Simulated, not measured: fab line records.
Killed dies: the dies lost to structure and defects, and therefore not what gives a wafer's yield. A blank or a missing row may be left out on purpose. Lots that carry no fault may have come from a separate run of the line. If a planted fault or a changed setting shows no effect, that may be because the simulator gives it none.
A struck lot beside a sound one + flow n5-finfet + 15 out of 1938 route steps
Sound: the wafers L531.1, L531.2, L531.6. Struck: wafer L515.3 (left out: L515.6, a lot-mate that was not struck); the cause follows at the end.
Each step with rows lists, per side, the tool, then ch with its chambers, then its first start. Under that, the readings that differ: sound wafers + struck wafers + difference of the means + sigmas: that difference in standard deviations of wafers without a fault.
alike: readings with means less than 2 such deviations apart, plus words and numbers identical on both sides. not compared: withheld readings, readings lacking a value on some wafer, bounds such as >300 that could conceal the same value, and numbers that have no deviation in the record and whose values overlap.
Wherever a step has rows on one side only, a row that says differs or no value, or a row with sigmas, the two part there. Non-overlapping numbers with no deviation appear without sigmas and do not part them. Lack of a reading on every wafer of one side parts them only where that side has two or more wafers.

N5_BEOL_M8_TRENCH_ETCH_37: etches SiCOH lowk in C4F6/O2, target depth 93.478 nm, time 31.2 s.
  sound: rie-diel-03 ch 0,1; struck: rie-diel-03 ch 1
  alike: drypump-motor-current-A, oes_f_703_au, oes-product-au, rf-vpp-V, showerhead-plenum-p-Torr, throttle-valve-pct
  not compared: rf-hours-counter-h
then, 1 step without rows for these wafers: N5_BEOL_M8_ETCH_41 (etches SiCN in CH3F/O2, target depth 31.9 nm, time 57.8 s).
N5_BEOL_M8_STRIP_80: strips in N2/H2, time 10 s.
  sound: rie-diel-03 ch 0,1; struck: rie-diel-03 ch 1
  alike: drypump-motor-current-A, oes-product-au, rf-vpp-V, showerhead-plenum-p-Torr, throttle-valve-pct
  not compared: rf-hours-counter-h
N5_BEOL_M8_OCD_MEAS_38:
  sound on ocd-01, day 15 07:26; struck on ocd-02, day 12 09:56
  alike: trench-depth-nm
then, 4 steps without rows for these wafers: N5_BEOL_M8_HM_STRIP_39 (strips TiN in peroxide tin strip, target depth 25 nm, time 158 s); N5_BEOL_M8_SRD_40 (time 30 s); N5_BEOL_M8_PRECLEAN_42 (cleans in residue remover, time 60 s); N5_BEOL_M8_SRD_43 (time 30 s).
N5_BEOL_M8_CD_MEAS_35: target cd 40 nm.
  sound on cd-sem-02, day 15 07:35; struck on cd-sem-03, day 12 10:05
  alike: cd-nm
N5_BEOL_M8_CURE_75: cures SiCOH lowk, time 120 s.
  sound on uv-cure-03 ch 2, day 15 07:38; struck on uv-cure-02 ch 1, day 12 10:17
  alike: lamp-power-pct, wafer_temp_C_max
N5_BEOL_M8_DEGAS_44: time 60 s.
  sound on pvd-sputter-01, day 15 08:04; struck on pvd-sputter-03, day 12 10:52
| reading            | sound       | struck | difference | sigmas |
|--------------------|-------------|--------|------------|--------|
| heater-power-w (W) | 320 322 285 | 440    | +131       | +3     |
then, 1 step without rows for these wafers: N5_BEOL_M8_PRE_CLEAN_45 (time 30 s).
N5_BEOL_M8_ALD_77: deposits TaN, target thk 2 nm, pulse time 2 s, purge time 3 s.
  sound on ald-metal-04 ch 0,2,3, day 15 08:10; struck on ald-metal-03 ch 1, day 12 10:58
| reading          | sound | struck | difference | sigmas |
|------------------|-------|--------|------------|--------|
| purge-time-s (s) | 3 3 3 | 2.3208 | -0.6792    |        |
  alike: heater-power-w
N5_BEOL_M8_SURFACE_TREAT_79:
  sound on pvd-sputter-02, day 15 08:28; struck on pvd-sputter-01, day 12 11:15
  not compared: throttle-valve-pct
after that, 1 step had no rows for these wafers: N5_PASSIVATION_PROBE_49.

== WHERE THEY PART ==
Only at N5_BEOL_M8_DEGAS_44, as far as this record shows. Later steps at which nothing parts them and some readings are alike: N5_BEOL_M8_ALD_77.

WHY: what had been put in by the simulator
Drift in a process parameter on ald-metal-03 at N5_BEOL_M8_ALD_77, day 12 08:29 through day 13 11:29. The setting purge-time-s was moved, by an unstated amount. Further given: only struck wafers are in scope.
